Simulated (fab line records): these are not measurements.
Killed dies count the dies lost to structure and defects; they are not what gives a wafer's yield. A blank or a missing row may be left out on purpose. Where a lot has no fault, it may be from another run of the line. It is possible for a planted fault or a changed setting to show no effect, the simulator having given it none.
Which tool was responsible? -- flow n5_finfet -- Sampling: 10 lots, 30 wafers, 6 of 1938 route steps

## WHAT THE GAUGES READ, wafer by wafer
N5_BEOL_M0_RS_MEAS_126: measurement is done with a four-point probe.
lot,measured,on,M0_RS (ohm/sq)
L428,day 6 05:59,film_metro-02,0.491 0.505 0.504
L435,day 8 01:17,film_metro-01,0.760 0.770 0.793
L436,day 8 02:17,film_metro-02,0.790 0.795 0.721
L441,day 9 21:17,film_metro-02,0.545 0.547 0.523
L443,day 10 01:31,film_metro-01,0.513 0.528 0.498
L445,day 10 15:15,film_metro-02,0.503 0.500 0.502
L446,day 10 17:32,film_metro-01,0.518 0.539 0.534
L447,day 10 23:56,film_metro-01,0.512 0.525 0.506
L448,day 11 16:22,film_metro-02,0.541 0.533 0.518
L449,day 11 21:05,film_metro-02,0.536 0.531 0.527

N5_BEOL_M0_INSPECT_127: inspects for defects (darkfield).
lot,measured,on,raw_defect_count
L428,day 6 06:01,defect_inspect-01,67 79 105
L435,day 8 01:18,defect_inspect-01,25 37 77
L436,day 8 02:18,defect_inspect-01,56 69 72
L441,day 9 21:19,defect_inspect-01,77 84 93
L443,day 10 01:32,defect_inspect-02,85 78 46
L445,day 10 15:16,defect_inspect-01,42 37 58
L446,day 10 17:34,defect_inspect-02,84 78 88
L447,day 10 23:58,defect_inspect-02,87 42 45
L448,day 11 16:23,defect_inspect-02,84 52 72
L449,day 11 21:07,defect_inspect-02,57 50 65

N5_BEOL_M4_RC_MEAS_101.
lot,measured,on,DIBL_N (mV/V),DIBL_P (mV/V),IOFF_N (nA/um),IOFF_P (nA/um),ION_N (uA/um),ION_P (uA/um),SS_N (mV/dec),SS_P (mV/dec),VT_N (mV),VT_P (mV)
L428,day 8 03:02,prober-02,39.0 37.3 38.0,40.0 39.0 39.8,0.23 0.19 0.19,0.25 0.22 0.24,693 677 676,466 451 458,72.3 72.1 71.5,74.5 74.1 74.3,244 246 248,-248 -251 -249
L435,day 9 20:04,prober-02,37.1 38.8 38.6,36.4 38.9 37.4,0.16 0.21 0.19,0.18 0.21 0.19,672 690 672,451 458 454,71.4 71.8 72.3,73.4 74.2 73.7,251 243 247,-255 -251 -252
L436,day 9 21:56,prober-01,35.5 36.9 35.2,37.7 39.4 37.0,0.17 0.21 0.16,0.23 0.26 0.21,672 680 663,464 467 460,71.2 71.8 72.0,73.7 74.4 73.6,247 240 249,-251 -249 -250
L441,day 12 02:59,prober-01,35.8 38.3 36.5,36.1 39.4 37.3,0.14 0.19 0.16,0.21 0.27 0.23,670 676 676,464 463 465,71.4 71.7 71.3,72.9 73.5 73.4,253 249 251,-250 -248 -247
L443,day 12 15:04,prober-01,38.5 33.3 37.5,39.1 33.7 38.1,0.21 0.12 0.19,0.25 0.16 0.24,695 678 675,472 468 473,71.6 70.8 71.2,73.3 72.7 73.4,244 251 247,-249 -256 -252
L445,day 12 18:20,prober-02,34.3 34.9 35.1,35.1 35.1 35.3,0.12 0.13 0.13,0.18 0.18 0.19,663 658 661,460 455 461,70.5 70.7 71.6,72.7 72.0 73.0,253 251 254,-251 -254 -252
L446,day 13 08:50,prober-01,37.4 34.4 35.0,37.5 34.5 34.6,0.17 0.12 0.13,0.25 0.20 0.21,671 677 672,462 468 463,71.8 71.2 71.5,73.2 72.4 72.7,251 253 251,-248 -249 -251
L447,day 13 14:06,prober-02,38.3 37.6 36.4,41.5 39.8 38.1,0.21 0.18 0.16,0.27 0.23 0.21,694 677 669,478 462 459,72.5 71.8 72.8,74.8 73.7 74.0,247 251 252,-251 -249 -251
L448,day 13 23:58,prober-02,38.8 39.8 38.0,39.4 39.9 37.9,0.23 0.24 0.19,0.33 0.33 0.29,705 710 676,492 487 473,72.3 71.7 71.3,74.1 73.6 73.4,243 243 247,-241 -240 -245
L449,day 14 01:58,prober-02,36.0 36.1 35.2,37.2 37.1 37.1,0.16 0.16 0.15,0.20 0.21 0.21,664 664 675,458 455 465,71.9 71.8 71.7,73.5 73.3 73.1,247 251 250,-250 -250 -249

## EACH LOT AND THE TOOL THAT RAN IT (in order: tool; ch and the chambers of the sampled wafers; start)
lot,N5_BEOL_M0_SAQP_ILD_DEP_01,N5_BEOL_M0_ANNEAL_117,N5_BEOL_M0_SPUTTER_141
L428,"pecvd-02 ch 0,1,2, day 5 16:30","pvd_sputter-02, day 6 04:38","pvd_sputter-02, day 6 04:55"
L435,"pecvd-02 ch 1,2, day 7 13:11","pvd_sputter-02, day 7 23:43","pvd_sputter-02, day 7 23:59"
L436,"pecvd-02 ch 0,2, day 7 16:10","pvd_sputter-03, day 8 00:57","pvd_sputter-03, day 8 01:14"
L441,"pecvd-04 ch 0,1,2, day 9 09:32","pvd_sputter-03, day 9 19:47","pvd_sputter-03, day 9 20:04"
L443,"pecvd-04 ch 1,2, day 9 12:33","pvd_sputter-01, day 10 00:11","pvd_sputter-01, day 10 00:28"
L445,"pecvd-04 ch 0,1, day 10 00:52","pvd_sputter-03, day 10 13:25","pvd_sputter-03, day 10 13:42"
L446,"pecvd-04 ch 0,2, day 10 04:29","pvd_sputter-01, day 10 15:35","pvd_sputter-01, day 10 15:52"
L447,"pecvd-02 ch 0,1,2, day 10 08:25","pvd_sputter-02, day 10 22:36","pvd_sputter-02, day 10 22:53"
L448,"pecvd-02 ch 0,1, day 10 23:27","pvd_sputter-01, day 11 14:40","pvd_sputter-01, day 11 14:57"
L449,"pecvd-02 ch 0,1, day 11 02:28","pvd_sputter-01, day 11 19:45","pvd_sputter-01, day 11 20:02"
- N5_BEOL_M0_SAQP_ILD_DEP_01: deposits SiOC from DEMS/O2, target thk 45.419 nm, time 8.7 s.
- N5_BEOL_M0_ANNEAL_117: time 60 s.
- N5_BEOL_M0_SPUTTER_141: material Cu, target thk 4 nm, time 7.37 s.

## AS READ BY THE TOOLS THEMSELVES (means over the sampled wafers that have a number; for cases with no such wafer, the mark the record gives instead)
N5_BEOL_M0_SAQP_ILD_DEP_01.
lot,tool,heater_power_w (W),showerhead_plenum_p_Torr (Torr),throttle_valve_pct (%)
L428,pecvd-02,455,5.702,11.6
L435,pecvd-02,588,5.698,11.1
L436,pecvd-02,544,5.698,11.0
L441,pecvd-04,412,5.677,11.5
L443,pecvd-04,439,5.679,11.6
L445,pecvd-04,418,5.697,11.5
L446,pecvd-04,329,5.692,11.4
L447,pecvd-02,478,5.704,11.6
L448,pecvd-02,397,5.703,11.9
L449,pecvd-02,409,5.699,12.2

N5_BEOL_M0_ANNEAL_117.
lot,tool,heater_power_w (W)
L428,pvd_sputter-02,786
L435,pvd_sputter-02,848
L436,pvd_sputter-03,889
L441,pvd_sputter-03,885
L443,pvd_sputter-01,835
L445,pvd_sputter-03,857
L446,pvd_sputter-01,823
L447,pvd_sputter-02,769
L448,pvd_sputter-01,833
L449,pvd_sputter-01,789

N5_BEOL_M0_SPUTTER_141.
lot,tool,throttle_valve_pct (%)
L428,pvd_sputter-02,29.1
L435,pvd_sputter-02,29.6
L436,pvd_sputter-03,30.6
L441,pvd_sputter-03,30.5
L443,pvd_sputter-01,30.5
L445,pvd_sputter-03,30.9
L446,pvd_sputter-01,30.1
L447,pvd_sputter-02,28.1
L448,pvd_sputter-01,30.6
L449,pvd_sputter-01,29.8

## THE ANSWER, worked out from the rows above alone
Rule: what is usual is taken from the lots themselves. Put in order of their means at a reading, lots are off if they are a third of the lots or fewer, leave a main group of 4 or more, and stand apart from it by a gap of 3 or more times the standard deviation of the main group's means; of several such gaps the widest counts. The tables above print the reading to a certain number of digits; a main group whose means all agree to those digits is not used. Also off: a lot with no number at a reading for which 4 or more lots have one. Where the step has rows for the other lots, those lots are counted as sound. First the gauges in route order, then the tools' own readings, where a lot's mean is used as printed above. At the first step where some lot is off, the reading lying furthest off is the one used; lots without a number count as furthest.
Off: L435, L436, seen at N5_BEOL_M0_RS_MEAS_126 (M0_RS). Mean 0.520 ohm/sq and standard deviation 0.014 in the main group.
A tool fits if, at a process step before that reading, it ran every lot that is off, and no sound lot after the first of them. The gauges at N5_BEOL_M0_RS_MEAS_126 are tried like those tools. Of those tried, none fits.

## WHAT THE SIMULATOR HAD PUT IN
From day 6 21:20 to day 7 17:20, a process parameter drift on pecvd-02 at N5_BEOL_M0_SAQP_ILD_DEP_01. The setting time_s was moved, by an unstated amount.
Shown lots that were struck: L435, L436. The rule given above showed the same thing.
